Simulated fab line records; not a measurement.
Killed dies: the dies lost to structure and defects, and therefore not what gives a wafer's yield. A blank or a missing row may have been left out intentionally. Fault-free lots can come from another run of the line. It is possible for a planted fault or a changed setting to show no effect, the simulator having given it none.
Chamber matching / flow nand harc / rie diel-13 running NHARC_HYBRID_BOND_ACTIVATE_00: 4 sister chambers
The step chemistry N2, time 60 s. 20 wafers are shown with their chamber, then 10 later ones without.

## WAFERS WITH THEIR CHAMBER
wafer=L150.1; chamber=2; drypump motor current A (A)=6.5; rf vpp V (V)=63.0; oes product au (a.u.)=0.989
wafer=L150.3; chamber=1; drypump motor current A (A)=6.2; rf vpp V (V)=64.3; oes product au (a.u.)=0.993
wafer=L150.6; chamber=3; drypump motor current A (A)=5.9; rf vpp V (V)=63.8; oes product au (a.u.)=1.015
wafer=L153.1; chamber=0; drypump motor current A (A)=6.0; rf vpp V (V)=63.6; oes product au (a.u.)=0.998
wafer=L153.4; chamber=2; drypump motor current A (A)=6.5; rf vpp V (V)=64.5; oes product au (a.u.)=0.993
wafer=L153.5; chamber=1; drypump motor current A (A)=6.3; rf vpp V (V)=64.1; oes product au (a.u.)=0.990
wafer=L151.2; chamber=2; drypump motor current A (A)=6.4; rf vpp V (V)=63.6; oes product au (a.u.)=1.002
wafer=L151.3; chamber=3; drypump motor current A (A)=5.9; rf vpp V (V)=64.7; oes product au (a.u.)=1.014
wafer=L151.4; chamber=1; drypump motor current A (A)=6.2; rf vpp V (V)=64.2; oes product au (a.u.)=1.002
wafer=L155.2; chamber=3; drypump motor current A (A)=5.9; rf vpp V (V)=63.7; oes product au (a.u.)=1.006
wafer=L155.4; chamber=2; drypump motor current A (A)=6.4; rf vpp V (V)=63.6; oes product au (a.u.)=0.986
wafer=L155.5; chamber=2; drypump motor current A (A)=6.4; rf vpp V (V)=64.4; oes product au (a.u.)=0.995
wafer=L157.1; chamber=0; drypump motor current A (A)=6.0; rf vpp V (V)=63.5; oes product au (a.u.)=1.004
wafer=L157.4; chamber=1; drypump motor current A (A)=6.2; rf vpp V (V)=65.7; oes product au (a.u.)=0.998
wafer=L157.5; chamber=1; drypump motor current A (A)=6.2; rf vpp V (V)=65.8; oes product au (a.u.)=1.006
wafer=L158.1; chamber=1; drypump motor current A (A)=6.2; rf vpp V (V)=65.2; oes product au (a.u.)=1.006
wafer=L158.3; chamber=3; drypump motor current A (A)=5.9; rf vpp V (V)=63.5; oes product au (a.u.)=0.998
wafer=L158.5; chamber=3; drypump motor current A (A)=5.9; rf vpp V (V)=62.8; oes product au (a.u.)=0.996
wafer=L166.1; chamber=0; drypump motor current A (A)=6.0; rf vpp V (V)=63.9; oes product au (a.u.)=1.014
wafer=L166.3; chamber=3; drypump motor current A (A)=5.9; rf vpp V (V)=62.8; oes product au (a.u.)=1.001

SIGNATURES (means of the wafers above)
reading=drypump motor current A; chamber 0=6.000; chamber 1=6.217; chamber 2=6.440; chamber 3=5.900; scatter within a chamber=0.0356
reading=rf vpp V; chamber 0=63.667; chamber 1=64.883; chamber 2=63.820; chamber 3=63.550; scatter within a chamber=0.672
reading=oes product au; chamber 0=1.00533; chamber 1=0.99917; chamber 2=0.99300; chamber 3=1.00500; scatter within a chamber=0.00722
Rule: a wafer's distance from a chamber is the root of the sum, over the readings, of the square of ((its reading less the chamber's mean) divided by the reading's scatter). If the next closest chamber is less than 2 further off than the closest, the wafer can't be placed; otherwise it belongs to the closest. The scatter is the square root of a quotient: the sum, over the shown wafers, of each reading's squared deviation from its chamber's mean, divided by wafers minus chambers.

## WAFERS MISSING THEIR CHAMBER
wafer=L166.6; drypump motor current A (A)=6.0; rf vpp V (V)=63.1; oes product au (a.u.)=1.013
wafer=L169.1; drypump motor current A (A)=6.0; rf vpp V (V)=62.8; oes product au (a.u.)=1.008
wafer=L169.3; drypump motor current A (A)=6.2; rf vpp V (V)=65.0; oes product au (a.u.)=1.006
wafer=L169.6; drypump motor current A (A)=6.0; rf vpp V (V)=62.7; oes product au (a.u.)=1.007
wafer=L171.1; drypump motor current A (A)=6.0; rf vpp V (V)=62.7; oes product au (a.u.)=0.997
wafer=L171.2; drypump motor current A (A)=6.4; rf vpp V (V)=64.5; oes product au (a.u.)=0.992
wafer=L171.5; drypump motor current A (A)=6.0; rf vpp V (V)=62.8; oes product au (a.u.)=1.005
wafer=L172.1; drypump motor current A (A)=6.5; rf vpp V (V)=62.5; oes product au (a.u.)=0.999
wafer=L172.2; drypump motor current A (A)=5.9; rf vpp V (V)=64.4; oes product au (a.u.)=0.989
wafer=L172.5; drypump motor current A (A)=5.9; rf vpp V (V)=64.8; oes product au (a.u.)=0.984

## WHICH CHAMBER EACH ONE RAN IN
wafer=L166.6; from the rows above=can't be placed: 0 or 3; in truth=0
wafer=L169.1; from the rows above=can't be placed: 0 or 3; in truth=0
wafer=L169.3; from the rows above=1; in truth=1
wafer=L169.6; from the rows above=can't be placed: 0 or 3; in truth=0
wafer=L171.1; from the rows above=can't be placed: 0 or 3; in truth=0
wafer=L171.2; from the rows above=2; in truth=2
wafer=L171.5; from the rows above=can't be placed: 0 or 3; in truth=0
wafer=L172.1; from the rows above=2; in truth=2
wafer=L172.2; from the rows above=can't be placed: 3 or 0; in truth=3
wafer=L172.5; from the rows above=can't be placed: 3 or 0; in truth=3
Correct placement for 3 of the 10. From these rows, 7 cannot be placed; in 7 the true chamber is one of the candidates. Number placed wrongly: 0.
